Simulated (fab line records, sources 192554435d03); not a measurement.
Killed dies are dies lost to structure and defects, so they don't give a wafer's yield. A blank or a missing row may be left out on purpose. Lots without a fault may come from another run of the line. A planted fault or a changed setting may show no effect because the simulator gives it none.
A struck lot beside a sound one | flow n5_finfet | 21 steps out of a route of 1938
Sound: wafers L298.2, L298.3, L298.5. Struck: wafers L296.3, L296.5, L296.6. The cause comes at the end.
At each step with rows: each side's tool, then ch and its chambers, then its first start. Under that, the readings that differ: sound wafers | struck wafers | difference of the means | sigmas: that difference in standard deviations of wafers without a fault.
alike: readings whose means differ by less than 2 such deviations, and words and numbers that are the same on both sides. not compared: withheld readings, readings that some wafer has no value for, bounds like >300 that may hide the same value, and numbers for which the record gives no deviation and whose values overlap.
The two part at a step that has a row with sigmas, a row that says differs or no value, or rows on one side only. Numbers that don't overlap but have no deviation are shown without sigmas and don't part them. A reading that every wafer of one side lacks parts them only if that side has two wafers or more.

first, 7 steps without rows for these wafers: N5_BEOL_M5_COAT_71 (time 60 s, resist thk 5 nm); N5_BEOL_M5_COAT_05 (resist thk 30 nm); N5_BEOL_M5_EBR_07; N5_BEOL_M5_SOFTBAKE_06 (time 60 s); N5_BEOL_M5_EXPOSE_08 (exposes mask M5, target cd 28 nm); N5_BEOL_M5_PEB_09 (peb time 60 s); N5_BEOL_M5_DEVELOP_10 (develop time 30 s).
N5_BEOL_M5_CD_MEAS_11: target cd 27.74 nm.
  sound on cd_sem-02 ch 0, day 13 03:16; struck on cd_sem-01 ch 0, day 12 11:09
  alike: cd_nm
N5_BEOL_M5_OVL_MEAS_12:
  sound on overlay-01 ch 0, day 13 03:19; struck on overlay-01 ch 0, day 12 11:11
  alike: M5_OVL
N5_BEOL_M5_INSPECT_13: inspects for defects (brightfield).
  sound on defect_inspect-02, day 13 03:22; struck on defect_inspect-01, day 12 11:14
  alike: raw_defect_count
N5_BEOL_M5_DESCUM_16: chemistry O2, time 7 s.
  sound on rie_diel-06 ch 1,2, day 13 03:23; struck on rie_diel-05 ch 0,3, day 12 11:16
  alike: bias_power_w, drypump_motor_current_A, oes_product_au, rf_vpp_V, showerhead_plenum_p_Torr, throttle_valve_pct
  not compared: rf_hours_counter_h
N5_BEOL_M5_ETCH_72: etches underlayer in N2/H2, target depth 6.5 nm, time 5.2 s.
  sound on rie_diel-06 ch 1,2, day 13 03:26; struck on rie_diel-05 ch 0,3, day 12 11:19
  alike: bias_w, chamber_pressure_mTorr, drypump_motor_current_A, etch_rf_on_time_s, oes_product_au, rf_vpp_V, showerhead_plenum_p_Torr, throttle_valve_pct
  not compared: rf_hours_counter_h
N5_BEOL_M5_ETCH_61: etches SiARC in CF4, target depth 15.6 nm, time 26 s.
  sound on rie_diel-06 ch 1,2, day 13 03:26; struck on rie_diel-05 ch 0,3, day 12 11:19
  no value came back on the struck wafers for any of 8 readings (bias_w (W), cf4_flow_sccm (sccm) and others); on the sound wafers bias_w (W) reads 35.99 35.85 35.89
  not compared: rf_hours_counter_h
N5_BEOL_M5_ETCH_62: etches SOC in N2/H2, target depth 75 nm, overetch 15 nm, time 112.5 s.
  sound on rie_diel-06 ch 1,2, day 13 03:28; struck on rie_diel-05 ch 0,3, day 12 11:21
  reading               | sound          | struck         | difference | sigmas
  oes_product_au (a.u.) | 0.73 0.57 0.58 | 0.28 0.27 0.28 | -0.35      | -5
  alike: bias_w, chamber_pressure_mTorr, drypump_motor_current_A, rf_vpp_V, showerhead_plenum_p_Torr, throttle_valve_pct
  not compared: rf_hours_counter_h
then, 2 steps without rows for these wafers: N5_BEOL_M5_STRIP_63 (strips in N2/H2); N5_BEOL_M5_STRIP_73 (strips in N2/H2).
N5_BEOL_M5_STRIP_64: strips in CF4.
  sound on rie_diel-06 ch 1,2, day 13 03:36; struck on rie_diel-05 ch 0,3, day 12 11:29
  alike: bias_power_w, drypump_motor_current_A, oes_product_au, rf_vpp_V, showerhead_plenum_p_Torr, throttle_valve_pct
  not compared: rf_hours_counter_h
N5_BEOL_M5_HM_OPEN_17: chemistry Cl2/BCl3, target TiN, target depth 20 nm, overetch 6 nm.
  sound on rie_metal-03 ch 0,1, day 13 03:38; struck on rie_metal-03 ch 0,1, day 12 11:33
  reading                | sound             | struck            | difference | sigmas
  oes_product_au (a.u.)  | 0.62 0.62 0.79    | 0.34 0.28 0.35    | -0.35      | -4
  throttle_valve_pct (%) | 21.80 21.82 21.94 | 22.60 22.44 22.60 | +0.69      | +3
  alike: drypump_motor_current_A
  not compared: rf_hours_counter_h
N5_BEOL_M5_STRIP_19: strips in O2.
  sound on rie_diel-01 ch 0,3, day 13 03:45; struck on rie_diel-05 ch 2,3, day 12 11:38
  alike: drypump_motor_current_A, oes_product_au, rf_vpp_V, showerhead_plenum_p_Torr, throttle_valve_pct
  not compared: rf_hours_counter_h
N5_BEOL_M5_CD_MEAS_18: pitch 56 nm, target cd 28 nm.
  sound on cd_sem-01, day 13 03:49; struck on cd_sem-01, day 12 11:42
  reading    | sound          | struck | difference                    | sigmas
  cd_nm (nm) | 28.2 28.4 27.4 | - - -  | no value on the struck wafers |
then, 1 step without rows for these wafers: N5_BEOL_M5_COAT_65 (time 60 s, resist thk 60 nm).

WHERE THEY PART
First at N5_BEOL_M5_ETCH_61; last, within this record, at N5_BEOL_M5_CD_MEAS_18.

WHY: what the simulator had put in
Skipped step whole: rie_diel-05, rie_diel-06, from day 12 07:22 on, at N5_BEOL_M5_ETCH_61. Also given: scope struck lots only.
